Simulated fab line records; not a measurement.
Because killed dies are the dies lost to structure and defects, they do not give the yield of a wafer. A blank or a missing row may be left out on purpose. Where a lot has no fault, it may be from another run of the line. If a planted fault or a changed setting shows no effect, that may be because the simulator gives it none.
fab line records ; flow nand_harc
[record] lots = 15; wafers = 45; last_day = 33
route steps=1302 shown P_M1@317 P_M2@331
lots that met no fault: from a run of the same line without faults
start_h: hours from the record's opening day to when the first of the lot's shown wafers began ; wait_h: time in hours since the lot's previous step ; " repeats the value in the row above ; L1.1+2: one row covering several wafers at once ; - no value, or no start was given ; * or withheld: withheld ; < > ~ a bound
route shown NAME@n: NAME is a module with steps in the file, n the number in the route of the first one ; usual: mean/standard deviation of fault-free wafers ; same: alike in all rows ; chamber/n: place in a boat ; sites: the reading at each site ; _std_site: standard deviation of those values ; _edge_site: the outer-site mean with the inner-site mean subtracted ; radius_mm: how far each site lies from the wafer's centre ; mask NAME#n: copy n ; behind: tool/chamber where the wafer was last shaped ; hold: what put the lot on hold/how long, in hours/how the hold closed ; device: whichever transistor did not switch (one of n, p or np) ; end of line: the same wafers' tests at the end of the route ; where a step has no rows: the recipe by itself ; killed: at the first sort, the dies lost to defects and structure; wafer yield is something else ; map: dies across one wafer; x = killed, . = not, _ = none there
set.NAME: the run value of the setting; set.NAME@STEP: its run value at that earlier step ; model.NAME: the simulator's own value behind a step, which no gauge read
steps of the route over a sample of lots; a table a step, a row a wafer
services: from which hour (start_h, from the record's first day; less than 0 if before it) a tool's chamber was out of use, for how many hours, and why
[[steps]]
[step NHARC_P_M1_DEP_33]
[recipe] target_thk_a = 300; temp_c = 370; target_thk_nm = 30; pressure_torr = 3; flow_sccm = 200; rf_w = 450; material = SiCN
[usual] heater_power_w = 603/91
lot.wafer;tool;chamber;start_h;wait_h;heater_power_w
L324.3;pecvd-04;1;149.04;0.1;697
L324.2;pecvd-04;2;149.04;0.1;495
L324.4;pecvd-04;0;149.04;0.1;636
L326.2;pecvd-03;1;165.86;0.1;539
L326.1;pecvd-03;2;165.86;0.1;596
L326.6;pecvd-03;2;165.86;0.1;601
L327.2;pecvd-04;1;181.20;0.1;680
L327.6;pecvd-04;0;181.20;0.1;543
L327.5;pecvd-04;1;181.20;0.1;663
L328.1;pecvd-03;0;200.14;0.1;582
L328.2;pecvd-03;1;200.14;0.1;555
L328.4;pecvd-03;0;200.14;0.1;573
L334.1;pecvd-01;0;250.28;0.1;747
L334.2;pecvd-01;1;250.28;0.1;749
L334.5;pecvd-01;2;250.28;0.1;488
L335.2;pecvd-01;1;253.40;0.1;659
L335.5;pecvd-01;1;253.40;0.1;654
L335.6;pecvd-01;0;253.40;0.1;749
L336.3;pecvd-01;0;265.19;0.1;712
L336.6;pecvd-01;0;265.19;0.1;714
L336.5;pecvd-01;2;265.19;0.1;416
L338.2;pecvd-01;1;293.03;0.1;755
L338.5;pecvd-01;1;293.03;0.1;741
L338.6;pecvd-01;2;293.03;0.1;424
L339.2;pecvd-04;0;298.10;0.1;587
L339.3;pecvd-04;1;298.10;0.1;711
L339.1;pecvd-04;2;298.10;0.1;565
L340.1;pecvd-04;1;303.69;0.1;681
L340.4;pecvd-04;0;303.69;0.1;510
L340.6;pecvd-04;2;303.69;0.1;540
L341.5;pecvd-04;0;316.37;0.2;537
L341.6;pecvd-04;1;316.37;0.2;646
L341.4;pecvd-04;2;316.37;0.2;551
L342.1;pecvd-01;2;328.59;0.1;480
L342.3;pecvd-01;1;328.59;0.1;788
L342.6;pecvd-01;2;328.59;0.1;483
L343.3;pecvd-03;2;332.21;0.1;619
L343.4;pecvd-03;1;332.21;0.1;468
L343.5;pecvd-03;2;332.21;0.1;611
L344.1;pecvd-04;1;342.59;0.1;660
L344.4;pecvd-04;1;342.59;0.1;661
L344.6;pecvd-04;2;342.59;0.1;560
L345.3;pecvd-04;0;355.30;0.1;593
L345.6;pecvd-04;2;355.30;0.1;521
L345.4;pecvd-04;0;355.30;0.1;569
[step NHARC_P_M2_DESCUM_14]
[recipe] time_s = 3; o2_flow_sccm = 200; ar_flow_sccm = 0; bias_power_w = 0; chemistry = O2
[usual] chamber_pressure_mTorr = 60.00/0.056; drypump_motor_current_A = 5.9/0.5; oes_product_au = 0.993/0.009; rf_vpp_V = 57.9/0.89; showerhead_plenum_p_Torr = 1.94/0.074; throttle_valve_pct = 11.313/0.0086
lot.wafer;tool;chamber;start_h;wait_h;chamber_pressure_mTorr;drypump_motor_current_A;oes_product_au;rf_hours_counter_h;rf_vpp_V;showerhead_plenum_p_Torr;throttle_valve_pct
L324.2;rie_diel-05;1;150.47;0.1;59.95;6.0;0.982;4.0;57.6;1.85;11.318
L324.4;rie_diel-05;2;150.47;0.1;60.05;6.4;0.994;3.9;57.5;1.99;11.320
L324.3;rie_diel-05;3;150.47;0.1;59.95;6.1;0.995;4.2;58.2;1.99;11.313
L326.2;rie_diel-05;0;167.12;0.1;60.00;6.0;0.981;4.6;57.8;1.93;11.309
L326.1;rie_diel-05;2;167.12;0.1;60.06;6.4;0.988;4.3;58.1;1.99;11.314
L326.6;rie_diel-05;0;167.12;0.1;59.99;5.9;0.989;-;59.4;1.93;11.313
L327.2;rie_diel-05;0;182.57;0.1;59.98;6.0;0.991;5.5;59.0;1.93;11.317
L327.6;rie_diel-05;2;182.57;0.1;60.04;6.3;0.986;-;59.8;1.99;11.319
L327.5;rie_diel-05;3;182.57;0.1;60.04;6.2;1.006;-;57.4;1.99;11.313
L328.2;rie_diel-05;3;201.41;0.1;60.02;6.1;1.012;6.2;58.7;1.99;11.310
L328.4;rie_diel-05;1;201.41;0.1;59.97;6.0;0.990;5.4;55.6;1.85;11.309
L328.1;rie_diel-05;2;201.41;0.1;60.03;6.4;0.993;6.0;59.5;1.99;11.311
L334.2;rie_diel-01;0;251.68;0.1;59.98;4.8;0.990;1.6;56.8;1.83;11.317
L334.1;rie_diel-01;3;251.68;0.1;59.98;4.7;1.007;1.6;57.6;1.95;11.313
L334.5;rie_diel-01;1;251.68;0.1;60.13;5.1;0.992;-;57.3;2.05;11.303
L335.2;rie_diel-05;2;254.84;0.1;59.99;6.3;0.994;0.8;57.9;1.99;11.307
L335.6;rie_diel-05;1;254.84;0.1;60.04;6.0;0.986;-;57.7;1.85;11.313
L335.5;rie_diel-05;2;254.84;0.1;59.99;6.4;0.998;-;56.5;1.99;11.315
L336.3;rie_diel-07;1;266.51;0.1;60.05;5.8;0.996;6.0;58.5;1.92;11.307
L336.6;rie_diel-07;1;266.51;0.1;59.90;5.8;0.998;-;57.4;1.92;11.302
L336.5;rie_diel-07;2;266.51;0.1;59.94;6.4;0.994;-;58.4;1.81;11.315
L338.2;rie_diel-05;3;294.44;0.1;59.85;6.1;0.993;2.5;57.5;1.98;11.308
L338.5;rie_diel-05;2;294.44;0.1;60.02;6.4;0.996;-;57.9;1.99;11.322
L338.6;rie_diel-05;3;294.44;0.1;59.97;6.2;0.994;-;58.3;1.98;11.319
L339.3;rie_diel-05;3;299.41;0.1;59.86;6.1;0.996;3.1;57.8;1.98;11.312
L339.2;rie_diel-05;1;299.41;0.1;60.04;6.0;0.972;3.2;58.2;1.85;11.305
L339.1;rie_diel-05;2;299.41;0.1;59.98;6.4;0.998;3.2;57.9;1.99;11.299
L340.1;rie_diel-05;2;305.08;0.1;59.98;6.4;1.000;3.3;58.1;1.99;11.301
L340.6;rie_diel-05;2;305.08;0.1;59.94;6.4;0.997;-;58.6;1.99;11.308
L340.4;rie_diel-05;3;305.08;0.1;60.03;6.1;1.006;-;59.9;1.98;11.314
L341.5;rie_diel-05;3;317.71;0.1;60.03;6.1;1.017;-;56.4;1.98;11.318
L341.6;rie_diel-05;0;317.71;0.1;60.03;6.0;0.994;-;56.8;1.93;11.307
L341.4;rie_diel-05;2;317.71;0.1;59.96;6.4;0.989;-;58.0;1.99;11.330
L342.3;rie_diel-01;1;330.15;0.1;59.92;5.1;0.988;6.3;57.9;2.05;11.332
L342.1;rie_diel-01;2;330.15;0.1;60.03;5.9;0.997;6.5;59.1;2.05;11.301
L342.6;rie_diel-01;1;330.15;0.1;59.93;5.1;0.991;-;59.7;2.05;11.324
L343.4;rie_diel-01;3;334.12;0.1;60.00;4.8;1.000;5.7;58.6;1.95;11.311
L343.3;rie_diel-01;1;334.12;0.1;60.01;5.2;0.977;6.4;58.2;2.05;11.320
L343.5;rie_diel-01;3;334.12;0.1;59.95;4.8;0.991;-;58.0;1.95;11.309
L344.1;rie_diel-05;0;344.04;0.1;59.98;6.0;0.998;3.9;58.6;1.93;11.327
L344.4;rie_diel-05;1;344.04;0.1;60.11;6.0;0.974;5.3;56.0;1.85;11.324
L344.6;rie_diel-05;3;344.04;0.1;60.04;6.1;1.007;-;57.1;1.98;11.320
L345.4;rie_diel-01;0;356.69;0.1;60.05;4.8;1.002;6.1;56.7;1.83;11.317
L345.3;rie_diel-01;3;356.69;0.1;59.85;4.7;1.014;6.3;59.2;1.95;11.313
L345.6;rie_diel-01;1;356.69;0.1;59.98;5.1;0.985;-;58.4;2.05;11.305
[step NHARC_P_M2_ETCH_15]
[recipe] target_depth_a = 1825; time_s = 91.2; c4f8_flow_sccm = withheld; ar_flow_sccm = 400; rf_w = 600; bias_w = 300; chemistry = C4F8/Ar
[usual] chamber_pressure_mTorr = 24.999/0.021; oes_product_au = 0.937/0.02; rf_vpp_V = 441.7/2.4
lot.wafer;tool;chamber;start_h;wait_h;chamber_pressure_mTorr;oes_product_au;rf_hours_counter_h;rf_vpp_V
L324.3;rie_diel-05;3;-;-;24.970;0.923;4.3;442.3
L324.2;rie_diel-05;0;-;-;24.999;0.918;4.3;442.2
L324.4;rie_diel-05;1;-;-;25.002;0.918;4.0;438.5
L326.2;rie_diel-05;0;-;-;24.992;0.913;4.6;440.4
L326.1;rie_diel-05;1;-;-;24.992;0.907;4.4;437.5
L326.6;rie_diel-05;0;-;-;24.996;0.907;-;440.9
L327.2;rie_diel-05;0;-;-;25.020;0.922;5.5;440.3
L327.6;rie_diel-05;1;-;-;25.022;0.920;-;438.8
L327.5;rie_diel-05;2;-;-;25.010;0.915;-;444.5
L328.4;rie_diel-05;0;-;-;24.998;0.920;6.1;441.9
L328.2;rie_diel-05;1;-;-;25.019;0.920;5.4;440.1
L328.1;rie_diel-05;2;-;-;24.975;0.924;6.0;443.8
L334.1;rie_diel-01;0;-;-;24.995;0.924;1.6;438.5
L334.2;rie_diel-01;2;-;-;25.029;0.923;2.3;444.0
L334.5;rie_diel-01;0;-;-;24.998;0.913;-;439.2
L335.2;rie_diel-05;1;-;-;24.988;0.946;0.9;439.3
L335.6;rie_diel-05;3;-;-;24.979;0.973;-;442.6
L335.5;rie_diel-05;0;-;-;24.983;0.976;-;441.6
L336.3;rie_diel-07;1;-;-;24.997;0.951;6.0;440.3
L336.6;rie_diel-07;1;-;-;25.020;0.953;-;442.1
L336.5;rie_diel-07;2;-;-;24.983;0.933;-;438.5
L338.2;rie_diel-05;1;-;-;25.001;0.941;2.5;438.8
L338.5;rie_diel-05;1;-;-;25.011;0.936;-;440.1
L338.6;rie_diel-05;2;-;-;24.998;0.951;-;440.3
L339.2;rie_diel-05;1;-;-;24.981;0.946;3.2;439.3
L339.3;rie_diel-05;2;-;-;25.027;0.953;3.2;442.5
L339.1;rie_diel-05;3;-;-;25.021;0.961;3.2;443.0
L340.1;rie_diel-05;2;-;-;25.007;0.972;3.3;443.2
L340.4;rie_diel-05;3;-;-;25.018;0.974;-;442.9
L340.6;rie_diel-05;2;-;-;24.969;0.965;-;444.4
L341.6;rie_diel-05;2;-;-;25.021;0.945;-;444.6
L341.4;rie_diel-05;3;-;-;24.978;0.931;-;444.5
L341.5;rie_diel-05;0;-;-;24.990;0.909;-;441.2
L342.3;rie_diel-01;0;-;-;25.027;0.937;5.5;438.5
L342.1;rie_diel-01;3;-;-;25.023;0.929;5.7;442.4
L342.6;rie_diel-01;1;-;-;25.033;0.917;-;444.7
L343.4;rie_diel-01;2;-;-;24.979;0.943;6.6;445.4
L343.3;rie_diel-01;3;-;-;24.975;0.932;5.7;443.1
L343.5;rie_diel-01;2;-;-;24.983;0.938;-;446.3
L344.4;rie_diel-05;1;-;-;25.028;0.947;5.3;438.9
L344.1;rie_diel-05;3;-;-;25.017;0.956;5.1;443.5
L344.6;rie_diel-05;2;-;-;24.998;0.955;-;444.8
L345.4;rie_diel-01;0;-;-;24.992;0.926;6.1;437.5
L345.3;rie_diel-01;2;-;-;24.981;0.932;7.0;444.3
L345.6;rie_diel-01;1;-;-;24.980;0.921;-;444.1
[step NHARC_P_M2_PVD_21]
[recipe] target_thk_a = 300; chamber_pressure_pa = 5; power_w = 5000; substrate_temp_c = 30; time_s = 20.49; material = Cu
[usual] cathode_dc_power_W = 5000.1/0.94; chamber_pressure_pa = 4.998/0.0096; throttle_valve_pct = 29.8/1.2
lot.wafer;tool;chamber;start_h;wait_h;cathode_dc_power_W;chamber_pressure_pa;throttle_valve_pct
L324.2;pvd_sputter-01;-;151.73;-;5000.2;5.009;28.9
L324.4;pvd_sputter-01;-;151.73;-;4998.9;4.995;30.4
L324.3;pvd_sputter-01;-;151.73;-;4999.0;5.011;29.3
L326.2;pvd_sputter-03;-;168.37;-;5001.0;4.989;30.1
L326.1;pvd_sputter-03;-;168.37;-;5001.1;5.006;31.3
L326.6;pvd_sputter-03;-;168.37;-;5000.3;4.997;29.9
L327.2;pvd_sputter-02;-;183.79;-;5000.4;4.989;30.9
L327.6;pvd_sputter-02;-;183.79;-;4998.4;4.985;30.9
L327.5;pvd_sputter-02;-;183.79;-;5000.4;4.990;30.5
L328.4;pvd_sputter-03;-;202.67;-;5000.5;4.992;28.4
L328.2;pvd_sputter-03;-;202.67;-;4998.0;4.989;32.0
L328.1;pvd_sputter-03;-;202.67;-;5000.0;4.976;31.1
L334.1;pvd_sputter-02;-;252.93;-;-;-;-
L334.2;pvd_sputter-02;-;252.93;-;-;-;-
L334.5;pvd_sputter-02;-;252.93;-;-;-;-
L335.2;pvd_sputter-02;-;256.08;-;-;-;-
L335.6;pvd_sputter-02;-;256.08;-;-;-;-
L335.5;pvd_sputter-02;-;256.08;-;-;-;-
L336.3;pvd_sputter-03;-;267.78;-;-;-;-
L336.6;pvd_sputter-03;-;267.78;-;-;-;-
L336.5;pvd_sputter-03;-;267.78;-;-;-;-
L338.2;pvd_sputter-03;-;295.87;-;5000.1;5.009;32.1
L338.5;pvd_sputter-03;-;295.87;-;4999.0;5.003;29.4
L338.6;pvd_sputter-03;-;295.87;-;5000.4;5.004;28.3
L339.2;pvd_sputter-02;-;300.70;-;4998.9;5.008;30.9
L339.1;pvd_sputter-02;-;300.70;-;4999.0;4.998;29.3
L339.3;pvd_sputter-02;-;300.70;-;4999.5;5.000;30.1
L340.1;pvd_sputter-03;-;306.36;-;5001.5;5.016;29.1
L340.4;pvd_sputter-03;-;306.36;-;5001.3;4.985;31.2
L340.6;pvd_sputter-03;-;306.36;-;4999.4;5.014;28.3
L341.4;pvd_sputter-02;-;318.97;-;4999.1;4.986;28.8
L341.5;pvd_sputter-02;-;318.97;-;4999.8;4.994;28.7
L341.6;pvd_sputter-02;-;318.97;-;5000.4;5.024;29.4
L342.3;pvd_sputter-01;-;331.41;-;4999.3;5.001;27.8
L342.1;pvd_sputter-01;-;331.41;-;5000.4;5.004;29.5
L342.6;pvd_sputter-01;-;331.41;-;5000.4;4.999;29.7
L343.4;pvd_sputter-02;-;335.37;-;5000.0;4.991;29.0
L343.3;pvd_sputter-02;-;335.37;-;4999.8;4.998;29.3
L343.5;pvd_sputter-02;-;335.37;-;4999.9;5.004;30.2
L344.4;pvd_sputter-03;-;345.27;-;5001.0;5.010;31.9
L344.1;pvd_sputter-03;-;345.27;-;4999.2;5.007;28.3
L344.6;pvd_sputter-03;-;345.27;-;5001.1;4.990;32.0
L345.3;pvd_sputter-02;-;357.94;-;5002.1;4.992;30.0
L345.4;pvd_sputter-02;-;357.94;-;5000.1;4.994;30.9
L345.6;pvd_sputter-02;-;357.94;-;5000.6;4.999;30.0
[[services]]
tool;chamber;start_h;hours;kind
rie_diel-01;1;127.74;4.2;repair
pecvd-01;-;130.00;13.0;pm
pecvd-03;1;133.49;18.7;repair
rie_diel-01;0;139.15;2.1;repair
pecvd-03;2;142.12;4.4;repair
rie_diel-05;1;168.02;8.7;repair
pvd_sputter-03;-;178.32;10.0;pm
rie_diel-01;1;189.41;6.4;repair
rie_diel-01;-;203.80;9.0;pm
rie_diel-05;-;203.84;0.3;repair
rie_diel-05;-;229.60;9.0;pm
pecvd-04;-;269.00;13.0;pm
pecvd-01;-;272.10;1.3;repair
pvd_sputter-02;-;282.00;10.0;pm
rie_diel-05;0;287.59;28.2;repair
pecvd-04;-;292.01;1.3;repair
rie_diel-05;3;308.68;3.8;repair
pecvd-01;0;310.74;23.1;repair
pecvd-01;-;311.27;13.0;pm
rie_diel-05;1;315.49;12.2;repair
pecvd-04;-;332.01;2.2;repair
rie_diel-05;1;340.21;2.9;repair
rie_diel-01;2;343.57;7.3;repair
pvd_sputter-03;-;356.32;10.0;pm
[[key]]
[first_sign] step = NHARC_P_M2_PVD_21; reading = tool_record; direction = missing
effect none on later readings
met_at NHARC_P_M2_PVD_21
struck_lots L334,L335,L336
later_rows_left_out L334.1,L334.2,L334.5,L335.2,L335.5,L335.6,L336.3,L336.5,L336.6
sort_left_out L334.1,L334.2,L334.5,L335.2,L335.5,L335.6,L336.3,L336.5,L336.6
not_acting_at NHARC_P_M1_DEP_33,NHARC_P_M2_DESCUM_14,NHARC_P_M2_ETCH_15
onset_between 202.67 252.93
[fault] kind = skipped_step_whole; tool = pvd_sputter-02,pvd_sputter-03; chamber = -; onset_h = 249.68; steps = NHARC_P_M2_PVD_21; scope = struck_lots_only
// sort_left_out: the simulated sort isn't trusted on such a fault, so these wafers' sort isn't shown, and their yield isn't known
// later_rows_left_out: the simulator's readings of these wafers behind a module that went badly wrong aren't trusted and aren't shown, but for the sort
